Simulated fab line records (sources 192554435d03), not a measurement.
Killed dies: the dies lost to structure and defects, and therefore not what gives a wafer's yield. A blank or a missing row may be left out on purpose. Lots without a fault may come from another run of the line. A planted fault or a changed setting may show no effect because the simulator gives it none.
Matching of chambers ; flow n5_finfet ; N5_BEOL_M10_ETCH_65 on rie_diel-04: 4 sister chambers
The step etches SiARC in CF4, target depth 39 nm, time 65 s. 8 wafers are shown with their chamber, then 7 later ones without.

== EACH WAFER AND ITS CHAMBER ==
wafer;chamber;showerhead_plenum_p_Torr (Torr);throttle_valve_pct (%)
L084.6;3;2.02;15.46
L088.4;3;2.02;15.50
L088.5;2;2.17;15.63
L089.2;0;2.06;15.72
L089.3;1;2.17;15.33
L089.6;2;2.17;15.62
L093.3;0;2.06;15.72
L093.4;1;2.16;15.34

== WAFERS MISSING THEIR CHAMBER ==
wafer;showerhead_plenum_p_Torr (Torr);throttle_valve_pct (%)
L093.5;2.17;15.65
L094.1;2.06;15.71
L094.2;2.02;15.51
L094.4;2.16;15.33
L097.2;2.16;15.68
L097.3;2.05;15.76
L097.6;2.05;15.77

== THE CHAMBER EACH PASSED THROUGH ==
wafer;from the rows above;in truth
L093.5;2;2
L094.1;0;0
L094.2;3;3
L094.4;1;1
L097.2;2;2
L097.3;0;0
L097.6;0;0
Correct placement for 7 of the 7. Not placeable from these rows: 0. Placed wrongly: 0.
How it was worked out, from the rows above alone: a wafer's distance from a chamber is the root of the sum, over the readings, of the square of ((its reading less the chamber's mean) divided by the reading's scatter). The wafer belongs to the nearest chamber; if the next one is less than 2 further off, it can't be placed. Each chamber's mean is taken over the wafers shown for it. The scatter: take each reading less its chamber's mean, square it, sum over the shown wafers, divide by the number of wafers less the number of chambers, and take the root.
